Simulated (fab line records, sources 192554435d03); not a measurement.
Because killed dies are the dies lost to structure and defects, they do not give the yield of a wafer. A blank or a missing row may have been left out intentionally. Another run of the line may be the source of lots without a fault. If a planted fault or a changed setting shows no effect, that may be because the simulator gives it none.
Matching of chambers :: flow n5-finfet :: cmp-03 running N5_BEOL_M4_CMP_52: 4 sister chambers
The step polishes, stops on SiOC, t overpolish 6.8 s, target thk 40 nm. 4 wafers are shown with their chamber, then 6 later ones without.

## WAFERS, EACH WITH ITS CHAMBER
wafer: L745.5
chamber: 3
time-to-endpoint-s (s): 64

wafer: L752.4
chamber: 0
time-to-endpoint-s (s): 63

wafer: L761.2
chamber: 2
time-to-endpoint-s (s): 63

wafer: L761.5
chamber: 1
time-to-endpoint-s (s): 53

## WAFERS MISSING THEIR CHAMBER
wafer: L763.4
time-to-endpoint-s (s): 63

wafer: L763.5
time-to-endpoint-s (s): 64

wafer: L763.6
time-to-endpoint-s (s): 70

wafer: L765.2
time-to-endpoint-s (s): 60

wafer: L765.3
time-to-endpoint-s (s): 64

wafer: L765.5
time-to-endpoint-s (s): 53

## WHICH CHAMBER EACH WENT THROUGH
wafer: L763.4
from the rows above: can't be placed: 0 or 2 or 3
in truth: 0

wafer: L763.5
from the rows above: can't be placed: 3 or 0 or 2
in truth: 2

wafer: L763.6
from the rows above: can't be placed: 3 or 0 or 2
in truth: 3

wafer: L765.2
from the rows above: can't be placed: 0 or 2 or 3 or 1
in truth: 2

wafer: L765.3
from the rows above: can't be placed: 3 or 0 or 2
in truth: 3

wafer: L765.5
from the rows above: 1
in truth: 1
Placed correctly: 1 of 6. Unplaceable from these rows: 5, with the true chamber sitting among the candidates in 5. Wrongly placed: 0.
How it was worked out, from the rows above alone: a wafer's distance from a chamber is the root of the sum, over the readings, of the square of ((its reading less the chamber's mean) divided by the reading's scatter). If the next closest chamber is less than 2 further off than the closest, the wafer can't be placed; otherwise it belongs to the closest. A chamber's mean is the mean of its shown wafers. The scatter: root of mean squared gap, hidden wafer to nearest shown wafer, with one shown wafer a chamber.
